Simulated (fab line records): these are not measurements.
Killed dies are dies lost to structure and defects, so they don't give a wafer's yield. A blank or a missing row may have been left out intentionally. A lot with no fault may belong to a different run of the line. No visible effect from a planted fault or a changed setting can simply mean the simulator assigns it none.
Split-lot study ; flow n5-finfet ; 7 lots, 21 wafers read, on a route of 1938 steps

## ABOUT THE SPLIT
At N5_PASSIVATION_ETCH_54 (etches SiO2 in CHF3/O2, target depth 880 nm, time 440 s), the setting time-s was moved away from the recipe's 440 s on 7 of the 21 wafers read, by -21.2% to +12.8%. This setting was run at the recipe's value on the other wafers.

The reading comes from the split's own step.

## THE READING
PASSIVATION.feature-depth-nm (the simulator's own value, which no gauge read), in nm, at N5_PASSIVATION_ETCH_54 (etches SiO2 in CHF3/O2, target depth 880 nm, time 440 s). The file does not state a usual value for it. Across the 14 wafers here that went through the recipe, the average is 877.2 nm and the standard deviation 16 nm.

wafer;tool, chamber at the split;time-s as run, s;against the recipe;PASSIVATION.feature-depth-nm, nm;against lot-mates on the recipe
L075.1;rie-diel-01, 1;496.5;+12.8%;1010;no lot-mate on the recipe
L075.2;rie-diel-01, 0;496.5;+12.8%;966.4;no lot-mate on the recipe
L075.4;rie-diel-01, 3;496.5;+12.8%;1020;no lot-mate on the recipe
L083.2;rie-diel-03, 1;403.1;-8.4%;828.8;-58.8
L083.5;rie-diel-03, 1;440;recipe;887.6;-
L083.6;rie-diel-03, 0;403.1;-8.4%;798.8;-88.8
L081.1;rie-diel-03, 0;440;recipe;876.2;-
L081.3;rie-diel-03, 1;484.9;+10.2%;982.2;+95.1
L081.6;rie-diel-03, 2;440;recipe;898;-
L084.1;rie-diel-03, 3;440;recipe;889.2;-
L084.2;rie-diel-03, 1;440;recipe;886.6;-
L084.4;rie-diel-03, 0;440;recipe;869.8;-
L085.4;rie-diel-01, 0;440;recipe;856.2;-
L085.5;rie-diel-01, 0;440;recipe;862;-
L085.6;rie-diel-01, 3;440;recipe;903.6;-
L089.3;rie-diel-01, 2;440;recipe;884.8;-
L089.4;rie-diel-01, 0;440;recipe;843.6;-
L089.5;rie-diel-01, 1;440;recipe;869.8;-
L091.1;rie-diel-03, 0;440;recipe;868.2;-
L091.3;rie-diel-03, 2;440;recipe;885.6;-
L091.5;rie-diel-03, 0;346.9;-21.2%;676;-200.9

THE FIT
A straight line over all 21 wafers: PASSIVATION.feature-depth-nm changes by +9.31 nm for each +1% of time-s; r = +0.97; the points scatter about the line by 18 nm.
The same after taking each lot's own level away (the mean of its wafers on the recipe; 18 wafers): +9.34 nm for each +1%; r = +0.97; scatter 14 nm.
On that fit, the largest move of time-s shifts the reading by 2e+02 nm.
From 866.07 to 887.60 nm: that is the span of the lots' own levels, equal to 1.3 times the standard deviation above.
The two slopes agree, so the slope changes little with the lot-to-lot level.
Check: with one of the wafers moved furthest among these (-21.2%) left out of the fit, the line predicts -191 nm for it against its lot-mates. Against them it came out at -201 nm.

## OTHER SPLITS ON THESE WAFERS
Before the reading, these wafers also passed through other splits. Each is held against what the fit with the lots' levels taken away leaves over:
other split on the same wafers;wafers away from the commonest value;r with PASSIVATION.feature-depth-nm (lot level and that fit taken away)
N5_BEOL_M15_EXPOSE_25 dose-mj;7;+0.06
N5_MIM_TOP_ALD_01 ald-cycles;10;-0.06
N5_MIM_TOP_SPUTTER_03 time-s;8;+0.31

## THE WHOLE CHAIN: every reading that the file lists as answering this split, in the file's order
step;what it does;reading;change (the file's fit);r (the file's)
N5_PASSIVATION_ETCH_54;etches SiO2 in CHF3/O2, target depth 880 nm, time 440 s;etch.depth-nm (the simulator's own value, which no gauge read);+9.39 nm for each +1% of the setting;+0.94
N5_PASSIVATION_ETCH_54;etches SiO2 in CHF3/O2, target depth 880 nm, time 440 s;PASSIVATION.feature-depth-nm (the simulator's own value, which no gauge read);+9.39 nm for each +1% of the setting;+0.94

## FILE'S OWN FIT
PASSIVATION.feature-depth-nm changes by +9.39 nm for each +1% of time-s, r = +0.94.
